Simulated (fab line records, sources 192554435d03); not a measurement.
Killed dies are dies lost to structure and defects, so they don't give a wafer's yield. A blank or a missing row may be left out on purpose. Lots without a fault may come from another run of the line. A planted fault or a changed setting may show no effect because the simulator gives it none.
Chamber matching | flow n5_finfet | N5_BEOL_M0_SAQP_STRIP_86 on rie_diel-03: 4 sister chambers
The step strips in N2/H2. 7 wafers are shown with their chamber, then 7 later ones without.

WAFERS WITH THEIR CHAMBER
wafer  | chamber | drypump_motor_current_A (A) | showerhead_plenum_p_Torr (Torr)
L082.5 | 0       | 6.2                         | 3.46
L082.6 | 3       | 6.3                         | 3.44
L086.3 | 2       | 5.7                         | 3.26
L086.4 | 1       | 5.7                         | 3.48
L086.5 | 0       | 6.2                         | 3.45
L091.1 | 1       | 5.8                         | 3.48
L091.5 | 3       | 6.3                         | 3.43

WAFERS WITHOUT THEIR CHAMBER
wafer  | drypump_motor_current_A (A) | showerhead_plenum_p_Torr (Torr)
L091.6 | 6.2                         | 3.45
L096.2 | 5.7                         | 3.47
L096.4 | 5.7                         | 3.47
L096.6 | 6.3                         | 3.43
L097.4 | 6.4                         | 3.43
L097.5 | 6.2                         | 3.45
L097.6 | 6.3                         | 3.43

WHICH CHAMBER EACH WENT THROUGH
wafer  | from the rows above | in truth
L091.6 | 0                   | 0
L096.2 | 1                   | 1
L096.4 | 1                   | 1
L096.6 | 3                   | 3
L097.4 | 3                   | 3
L097.5 | 0                   | 0
L097.6 | 3                   | 3
Placed correctly: 7 of 7. Can't be placed from these rows: 0. Placed wrongly: 0.
How it was worked out, from the rows above alone: a wafer's distance from a chamber is the root of the sum, over the readings, of the square of ((its reading less the chamber's mean) divided by the reading's scatter). The wafer belongs to the nearest chamber; if the next one is less than 2 further off, it can't be placed. A chamber's mean is the mean of its shown wafers. The scatter: the root of (the sum of the squares of (reading less its chamber's mean) over the shown wafers, divided by (wafers less chambers)).
